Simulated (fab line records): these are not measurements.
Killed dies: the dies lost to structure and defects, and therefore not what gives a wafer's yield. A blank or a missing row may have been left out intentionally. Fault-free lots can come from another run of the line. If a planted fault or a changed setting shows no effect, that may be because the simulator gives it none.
fab line records | flow nandHarc
record: lots: 7 wafers: 21 lastDay: 24
route steps=1159 shown P_ZERO_WELL@15 END@1159
lots that met no fault: from a run of the same line without faults
startH: the number of hours between the record's first day and the start of the first shown wafer of the lot | waitH: hours elapsed since this lot's preceding step | " the same as in the row above | L1.1+2: one row covering several wafers at once | - no value, or no start given | * or withheld: withheld | < > ~ a bound
route shown NAME@n: names a module that has steps shown in the file, with the first one's number in the route | usual: mean and standard deviation over wafers with no fault | same: alike in all rows | chamber/n: place in a boat | sites: readings site by site | _std_site: their standard deviation | _edge_site: mean of outer sites minus mean of inner sites | radiusMm: how far each site lies from the wafer's centre | mask NAME#n: copy n | behind: the most recent tool/chamber to have shaped the wafer | hold: reason for holding the lot/hours on hold/outcome of the hold | device: the transistor (n, p or np) that didn't switch | end of line: tests run on the same wafers once the route is complete | a step without rows: its recipe alone | killed: dies lost to structure and defects at the first sort, not the wafer's yield | map: dies across one wafer; x = killed, . = not, _ = none there
set.NAME: the setting the step ran with; set.NAME@STEP: the setting that earlier step ran with | model.NAME: the simulator's own value behind a step, which no gauge read
a table for each step, a row for each wafer; lots at some steps of the route
services: from which hour (startH, from the record's first day; less than 0 if before it) a tool's chamber was out of use, for how many hours, and why
== steps ==
step: NHARC_P_ZERO_WELL_HARDBAKE_12
recipe: tempC: 118 timeS: 65
step: NHARC_P_ZERO_WELL_DESCUM_13
recipe: timeS: 3 o2FlowSccm: 200 arFlowSccm: 0 biasPowerW: 0 chemistry: O2
usual: drypumpMotorCurrentA: 5.6/0.41 oesProductAu: 1.000/0.0075 rfVppV: 57.8/0.9 showerheadPlenumPTorr: 1.92/0.096 throttleValvePct: 11.310/0.009
columns lot.wafer tool chamber startH waitH drypumpMotorCurrentA oesProductAu rfHoursCounterH rfVppV showerheadPlenumPTorr throttleValvePct
L172.4 rieDiel-07 0 43.42 - 6.0 1.002 8 57.4 1.84 11.310
L172.6 " 1 " " 5.2 1.002 - 55.4 1.85 11.299
L172.5 " 2 " " 5.5 1.001 - 57.9 1.88 11.300
L173.1 rieDiel-07 2 49.27 - 5.5 0.992 10 58.3 1.88 11.295
L173.4 " 3 " " 5.2 0.981 9 57.6 2.04 11.303
L173.3 " 1 " " 5.2 0.996 8 57.8 1.85 11.298
L175.4 rieDiel-04 3 61.32 - 6.5 1.004 8 57.3 1.84 11.310
L175.2 " 0 " " 5.7 1.007 8 56.5 2.06 11.305
L175.5 " 2 " " 6.4 1.003 - 57.4 1.89 11.319
L176.3 rieDiel-04 0 67.64 - 5.7 1.011 8 57.0 2.06 11.312
L176.2 " 1 " " 5.2 0.986 8 58.8 2.01 11.314
L176.1 " 2 " " 6.4 0.999 8 58.2 1.89 11.314
L177.2 rieDiel-07 3 73.28 - 5.1 1.001 1 59.5 2.04 11.312
L177.3 " 2 " " 5.6 0.999 1 57.7 1.88 11.324
L177.5 " 0 " " 6.0 1.015 - 55.1 1.84 11.303
L186.3 rieDiel-07 0 127.42 - 6.0 1.010 4 58.0 1.84 11.310
L186.6 " 1 " " 5.2 1.000 - 56.8 1.85 11.311
L186.5 " 2 " " 5.5 1.013 - 58.6 1.87 11.299
L190.1 rieDiel-10 2 151.27 - 5.5 0.997 11 58.5 2.06 11.299
L190.4 " 0 " " 5.6 0.993 13 58.3 2.05 11.308
L190.2 " 1 " " 6.0 0.990 13 56.9 1.79 11.307
step: NHARC_P_ZERO_WELL_ETCH_65
recipe: targetDepthA: 800 overetchA: 240 timeS: 87.88 ionEnergyEv: 200 n2FlowSccm: 150 h2FlowSccm: 150 arFlowSccm: 0 rfW: 400 biasW: 150 chemistry: N2/H2
usual: biasW: 150.0/0.44 drypumpMotorCurrentA: 5.7/0.4 oesProductAu: 1.000/0.0079 rfFwdPowerW: 397.3/1.4 rfVppV: 430.9/3 showerheadPlenumPTorr: 2.06/0.11 throttleValvePct: 14.171/0.0082
columns lot.wafer tool chamber startH waitH biasW drypumpMotorCurrentA oesProductAu rfFwdPowerW rfHoursCounterH rfVppV showerheadPlenumPTorr throttleValvePct
L172.4 rieDiel-07 2 43.50 0.1 151.0 5.5 0.993 397.0 9 428.6 2.00 14.176
L172.6 " 3 " " 150.2 5.2 0.998 398.0 - 434.1 2.18 14.199
L172.5 " 0 " " 149.8 6.0 0.998 395.6 - 427.8 1.96 14.163
L173.1 rieDiel-07 3 49.36 0.1 149.6 5.2 0.992 395.8 9 435.0 2.18 14.179
L173.3 " 0 " " 149.0 6.0 0.993 396.7 8 429.0 1.96 14.163
L173.4 " 1 " " 149.5 5.2 1.005 398.9 8 427.3 1.97 14.170
L175.2 rieDiel-04 3 61.39 0.1 150.3 6.5 0.992 397.6 8 427.4 1.96 14.172
L175.4 " 1 " " 150.2 5.3 0.996 394.9 8 433.2 2.15 14.186
L175.5 " 3 " " 150.1 6.5 1.001 395.1 - 430.2 1.96 14.152
L176.2 rieDiel-04 2 67.73 0.1 150.1 6.4 1.007 394.7 8 430.7 2.01 14.169
L176.1 " 3 " " 150.1 6.5 1.008 397.8 8 428.9 1.96 14.166
L176.3 " 0 " " 149.7 5.8 1.004 396.9 8 435.8 2.20 14.187
L177.2 rieDiel-07 0 73.37 0.1 150.0 6.0 0.993 397.8 1 428.2 1.96 14.165
L177.3 " 2 " " 150.0 5.6 1.005 397.2 1 428.5 2.00 14.170
L177.5 " 1 " " 149.7 5.2 0.993 398.0 - 428.6 1.97 14.169
L186.3 rieDiel-07 3 127.49 0.1 149.6 5.2 0.988 398.8 4 434.0 2.18 14.169
L186.6 " 1 " " 150.0 5.2 1.003 396.9 - 428.6 1.96 14.177
L186.5 " 2 " " 150.6 5.6 1.001 397.7 - 429.6 2.00 14.169
L190.4 rieDiel-10 2 151.36 0.1 149.8 5.5 1.003 395.7 11 433.2 2.20 14.179
L190.2 " 3 " " 150.7 5.6 1.015 396.1 13 429.6 1.99 14.172
L190.1 " 0 " " 149.9 5.6 1.004 393.3 13 435.0 2.19 14.173
step: NHARC_P_ZERO_WELL_ETCH_62
recipe: targetDepthA: 130 timeS: 6.5 chf3FlowSccm: 50 arFlowSccm: 200 rfW: 500 biasW: 200 chemistry: CHF3/Ar
usual: biasW: 199.9/0.59 drypumpMotorCurrentA: 5.7/0.41 oesProductAu: 0.961/0.017 rfFwdPowerW: 488.1/2 rfVppV: 370.9/2.6 showerheadPlenumPTorr: 2.36/0.11 throttleValvePct: 20.217/0.0087
columns lot.wafer tool chamber startH waitH biasW drypumpMotorCurrentA oesProductAu rfFwdPowerW rfHoursCounterH rfVppV showerheadPlenumPTorr throttleValvePct
L172.4 rieDiel-07 2 - - 200.4 5.5 0.967 490.4 9 369.0 2.30 20.216
L172.5 " 3 " " 200.2 5.1 0.982 487.6 - 373.6 2.49 20.204
L172.6 " 0 " " 199.0 5.9 0.983 486.7 - 367.4 2.26 20.230
L173.3 rieDiel-07 3 - - 200.1 5.2 0.966 493.8 9 374.1 2.49 20.217
L173.1 " 0 " " 200.2 6.0 0.972 486.3 8 367.7 2.26 20.221
L173.4 " 1 " " 200.4 5.2 0.981 487.5 8 367.9 2.27 20.213
L175.4 rieDiel-04 1 - - 200.2 5.3 0.953 487.3 8 372.4 2.46 20.222
L175.2 " 2 " " 200.2 6.4 0.956 486.5 8 370.2 2.32 20.212
L175.5 " 1 " " 200.7 5.2 0.956 485.0 - 373.5 2.46 20.202
L176.1 rieDiel-04 2 - - 200.6 6.4 0.957 487.9 8 369.6 2.32 20.209
L176.3 " 3 " " 199.7 6.4 0.958 486.7 8 369.6 2.26 20.226
L176.2 " 0 " " 198.8 5.7 0.946 490.0 8 374.6 2.52 20.214
L177.2 rieDiel-07 1 - - 199.8 5.2 0.969 488.2 1 370.0 2.26 20.215
L177.3 " 0 " " 199.8 6.0 0.961 484.9 1 369.9 2.26 20.209
L177.5 " 2 " " 200.3 5.5 0.972 487.6 - 369.6 2.30 20.210
L186.3 rieDiel-07 0 - - 200.7 6.0 0.967 488.0 4 368.3 2.26 20.221
L186.5 " 1 " " 200.3 5.2 0.954 489.2 - 369.4 2.26 20.216
L186.6 " 2 " " 198.9 5.5 0.960 488.3 - 368.7 2.30 20.219
L190.1 rieDiel-10 3 - - 200.4 5.6 0.976 485.7 13 368.9 2.29 20.216
L190.2 " 1 " " 199.8 5.9 0.988 487.9 13 366.6 2.20 20.202
L190.4 " 2 " " 200.2 5.6 0.961 485.2 11 374.6 2.52 20.219
step: NHARC_P_ZERO_WELL_ETCH_63
recipe: targetDepthA: 1200 timeS: 40.1 hbrFlowSccm: 150 cl2FlowSccm: 50 rfW: 400 icpW: 400 biasW: 100 chemistry: HBr/Cl2
usual: biasW: 99.98/0.24 drypumpMotorCurrentA: 5.8/0.5 hbrFlowSccm: 150.0/0.45 heBacksideLeakSccm: 2.69/0.3 oesProductAu: 1.000/0.0071 rfFwdPowerW: 394.9/2.3 throttleValvePct: 26.406/0.0093
columns lot.wafer tool chamber startH waitH biasW drypumpMotorCurrentA hbrFlowSccm heBacksideLeakSccm oesProductAu rfFwdPowerW rfHoursCounterH throttleValvePct
L172.4 rieSi-02 1 43.69 - 99.74 5.8 150.9 2.90 1.005 395.6 0.0 26.403
L172.5 " 2 " " 100.15 5.5 150.2 2.58 1.014 388.9 - 26.395
L172.6 " 3 " " 99.86 5.3 149.8 2.75 1.015 396.1 - 26.398
L173.4 rieSi-03 0 49.54 - 100.45 5.5 150.5 3.03 1.000 396.8 0.6 26.407
L173.1 " 1 " " 100.13 5.4 148.7 2.96 1.004 399.4 0.5 26.418
L173.3 " 2 " " 99.88 6.3 150.1 2.55 0.996 396.0 0.5 26.399
L175.4 rieSi-03 0 61.56 - 100.26 5.5 150.0 3.05 1.002 397.0 0.7 26.393
L175.2 " 3 " " 100.37 6.6 150.4 2.75 0.991 396.1 0.7 26.387
L175.5 " 1 " " 99.84 5.4 149.8 2.93 0.995 395.8 - 26.406
L176.1 rieSi-04 2 67.90 - 99.94 6.6 150.1 2.38 1.009 392.8 1.2 26.417
L176.2 " 0 " " 99.85 5.4 150.3 3.00 0.994 391.5 1.4 26.396
L176.3 " 1 " " 100.20 5.3 149.7 2.34 0.997 396.4 1.1 26.410
L177.2 rieSi-02 1 73.54 - 100.33 5.8 149.6 2.93 1.004 394.3 0.3 26.408
L177.3 " 2 " " 99.93 5.5 150.5 2.65 1.003 389.2 0.3 26.407
L177.5 " 2 " " 99.90 5.4 150.7 2.65 1.006 390.6 - 26.407
L186.3 rieSi-02 0 127.67 - 99.98 5.6 150.8 2.58 1.011 390.9 0.7 26.424
L186.5 " 3 " " 99.92 5.2 150.4 2.61 1.012 395.8 - 26.403
L186.6 " 0 " " 99.45 5.6 150.4 2.52 1.011 391.6 - 26.407
L190.2 rieSi-04 0 151.53 - 99.91 5.4 149.2 2.69 0.989 392.4 0.3 26.401
L190.1 " 2 " " 99.92 6.6 149.9 2.39 0.997 392.3 0.3 26.416
L190.4 " 3 " " 100.14 6.0 149.8 2.44 0.988 396.0 0.3 26.418
step: NHARC_P_ZERO_WELL_STRIP_15
recipe: timeS: 900 tempC: 130 chemistry: SPM
step: NHARC_P_ZERO_WELL_DEHYDRATE_16
recipe: tempC: 150 timeS: 120
step: NHARC_P_ZERO_WELL_HMDS_17
recipe: timeS: 30
step: NHARC_P_ZERO_WELL_COAT_18
recipe: spinRpm: withheld
step: NHARC_P_ZERO_WELL_SOFTBAKE_19
recipe: tempC: 122 timeS: 95
step: NHARC_P_ZERO_WELL_EBR_20
step: NHARC_P_ZERO_WELL_EXPOSE_21
recipe: na: 0.6 targetCdNm: 720 doseMj: 22.31 maskId: P_NWELL
step: NHARC_P_ZERO_WELL_PEB_22
recipe: pebTempC: 118 pebTimeS: 85
usual: heaterPowerTotalW: 163.97/0.27 plateTempC: 117.98/0.14
same: pebTimeS: 85
columns lot.wafer tool chamber startH waitH heaterPowerTotalW plateTempC
L172.4 lithoTrack-07 0 44.50 0.0 164.13 117.84
L172.5 " 0 " " 163.68 117.88
L172.6 " 0 " " 164.11 117.96
L173.1 lithoTrack-03 0 50.24 0.1 164.09 118.10
L173.3 " 0 " " 163.64 117.95
L173.4 " 0 " " 164.46 118.04
L175.2 lithoTrack-03 0 62.42 0.1 168.83 120.53
L175.4 " 0 " " 167.80 120.76
L175.5 " 0 " " 169.11 120.64
L176.1 lithoTrack-03 0 68.73 0.1 167.82 120.50
L176.2 " 0 " " 167.89 120.56
L176.3 " 0 " " 168.81 120.43
L177.2 lithoTrack-03 0 74.37 0.1 168.41 120.49
L177.3 " 0 " " 169.29 120.40
L177.5 " 0 " " 168.17 120.42
L186.3 lithoTrack-07 0 128.49 0.1 163.66 118.16
L186.5 " 0 " " 164.21 118.15
L186.6 " 0 " " 163.72 118.04
L190.1 lithoTrack-05 0 152.37 0.1 164.16 118.02
L190.2 " 0 " " 163.74 118.09
L190.4 " 0 " " 163.75 117.99
step: NHARC_P_ZERO_WELL_DEVELOP_23
recipe: timeS: 70
step: NHARC_P_ZERO_WELL_CD_MEAS_24
recipe: targetCdNm: 720 landingEnergyEv: 500
usual: cdNm: 720.0/1.4
same: landingEnergyEv: 500
columns lot.wafer tool chamber startH waitH cdNm
L172.4 cdSem-02 0 44.59 - 721.7
L172.5 " 0 " " 719.7
L172.6 " 0 " " 721.6
L173.1 cdSem-03 0 50.33 - 721.2
L173.3 " 0 " " 721.4
L173.4 " 0 " " 721.2
L175.2 cdSem-02 0 62.51 - 722.9
L175.4 " 0 " " 723.7
L175.5 " 0 " " 723.6
L176.1 cdSem-01 0 68.82 - 723.8
L176.2 " 0 " " 723.8
L176.3 " 0 " " 724.8
L177.2 cdSem-02 0 74.46 - 723.8
L177.3 " 0 " " 724.0
L177.5 " 0 " " 722.9
L186.3 cdSem-01 0 128.58 - 722.1
L186.5 " 0 " " 721.0
L186.6 " 0 " " 722.9
L190.1 cdSem-01 0 152.46 - 717.8
L190.2 " 0 " " 717.7
L190.4 " 0 " " 717.7
step: NHARC_P_ZERO_WELL_HARDBAKE_25
recipe: tempC: 125 timeS: 80
step: NHARC_END_SORT_01
recipe: tempC: 25
usual: killedAtArray: 31/12 killedAtOther: 0.6/0.85 killedAtPeriphery: 3.0/2.3 killedDies: 35/12 killedOpen: 3.2/1.9 killedShort: 1.8/1.4
same: grossDies: 677
columns lot.wafer tool chamber startH waitH killedAtArray killedAtOther killedAtPeriphery killedDies killedOpen killedShort
L172.4 prober-01 0 448.00 3.4 13 1 2 16 5 2
L172.5 prober-01 0 448.80 3.7 12 1 4 17 4 1
L172.6 prober-01 0 449.60 4.0 15 0 2 17 3 1
L186.3 prober-02 0 558.74 3.1 15 0 6 21 2 1
L186.5 prober-02 0 560.32 3.7 12 0 6 18 3 3
L186.6 prober-02 0 561.10 3.9 15 0 7 22 3 2
killed by level:class
L172.4 A_CONTACT:chamberFilmFlake=3 A_CONTACT:geometricParticle:short=2 A_CHANNEL_HOLE_D1:chamberFilmFlake=2 P_M0:geometricParticle:open=1 A_CONTACT:geometricParticle:open=1 A_BLC:geometricParticle:open=1 A_M0:geometricParticle:open=1 A_M1:geometricParticle:open=1
L172.5 A_CHANNEL_HOLE_D1:chamberFilmFlake=6 P_M1:chamberFilmFlake=3 A_M0:geometricParticle:open=2 P_M1:geometricParticle:open=1 A_ONON_D1:geometricParticle:open=1 STARTING-WAFER:geometricParticle:short=1 A_ZERO_WELL:chamberFilmFlake=1 A_CHANNEL_FILL_D1:chamberFilmFlake=1
L172.6 A_CONTACT:chamberFilmFlake=4 A_CHANNEL_HOLE_D1:chamberFilmFlake=3 A_STAIRCASE:chamberFilmFlake=3 P_M1:geometricParticle:open=1 A_SOURCE_PLATE:geometricParticle:short=1 A_CHANNEL_FILL_D1:geometricParticle:open=1 A_SGD_CUT:geometricParticle:open=1 P_ZERO_WELL:chamberFilmFlake=1
L186.3 A_CHANNEL_HOLE_D1:chamberFilmFlake=9 P_CONTACT:chamberFilmFlake=5 P_M0:geometricParticle:open=1 A_WL_FILL:geometricParticle:short=1 A_WL_FILL:geometricParticle:open=1 A_CHANNEL_FILL_D1:chamberFilmFlake=1 A_STAIRCASE:chamberFilmFlake=1 A_SLIT:chamberFilmFlake=1
L186.5 P_CONTACT:chamberFilmFlake=5 A_CHANNEL_HOLE_D1:chamberFilmFlake=4 A_WL_FILL:chamberFilmFlake=2 P_M1:geometricParticle:open=1 A_CHANNEL_HOLE_D1:geometricParticle:short=1 A_CHANNEL_FILL_D1:geometricParticle:short=1 A_SGD_CUT:geometricParticle:open=1 A_WL_FILL:geometricParticle:short=1
L186.6 A_CHANNEL_HOLE_D1:chamberFilmFlake=7 P_CONTACT:chamberFilmFlake=5 A_CONTACT:chamberFilmFlake=2 P_CONTACT:geometricParticle:short=1 A_ONON_D1:geometricParticle:open=1 A_WL_FILL:geometricParticle:open=1 A_WL_FILL:geometricParticle:short=1 A_M0:geometricParticle:open=1
== services ==
columns tool chamber startH hours kind
rieDiel-07 0 30.20 - clean
rieDiel-07 1 30.20 - clean
rieDiel-07 2 30.20 - clean
rieDiel-07 3 30.20 - clean
rieSi-02 - 34.00 9.0 pm
rieDiel-04 1 35.42 5.6 repair
lithoTrack-03 - 38.00 7.0 pm
rieDiel-07 - 51.47 9.0 pm
rieDiel-07 0 51.47 9.0 ventCycle
rieDiel-07 1 51.47 9.0 ventCycle
rieDiel-07 2 51.47 9.0 ventCycle
rieDiel-07 3 51.47 9.0 ventCycle
rieDiel-07 0 60.47 - clean
rieDiel-07 1 60.47 - clean
rieDiel-04 - 60.99 0.2 repair
lithoTrack-05 - 62.00 7.0 pm
rieDiel-10 2 63.48 14.2 repair
rieSi-03 3 92.30 16.4 repair
rieSi-04 - 99.00 9.0 pm
rieDiel-07 - 100.70 0.1 repair
rieDiel-04 - 111.90 9.0 pm
rieDiel-07 2 118.57 8.7 repair
rieDiel-04 3 122.99 3.2 repair
rieSi-02 - 133.78 0.2 repair
== key ==
firstSign: step: NHARC_P_ZERO_WELL_PEB_22 reading: plateTempC direction: up sigmas: 19 usual: * struck: *
effect: step: NHARC_P_ZERO_WELL_PEB_22 reading: heaterPowerTotalW direction: up sigmas: 17 usual: * struck: *
effect: step: NHARC_P_ZERO_WELL_CD_MEAS_24 reading: cdNm direction: up sigmas: 2.6 usual: 720.0 struck: 723.7
metAt NHARC_P_ZERO_WELL_PEB_22
struckWafers L175.2,L175.4,L175.5,L176.1,L176.2,L176.3,L177.2,L177.3,L177.5
testerLeftOut L175,L176,L177
onsetBetween 50.24 62.42
fault: kind: processParameterDrift tool: lithoTrack-03 chamber: - onsetH: 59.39 steps: NHARC_P_ZERO_WELL_PEB_22 channel: pebTempC offset: * shape: step endH: 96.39 actsIn: * stated: *
testerLeftOut: of these lots the tester's yield and bins aren't shown, on N5 and GAA mostly nor the transistor test; their killed dies are dies lost to structure and defects alone, not to doping, threshold or leakage, so they don't give the yield
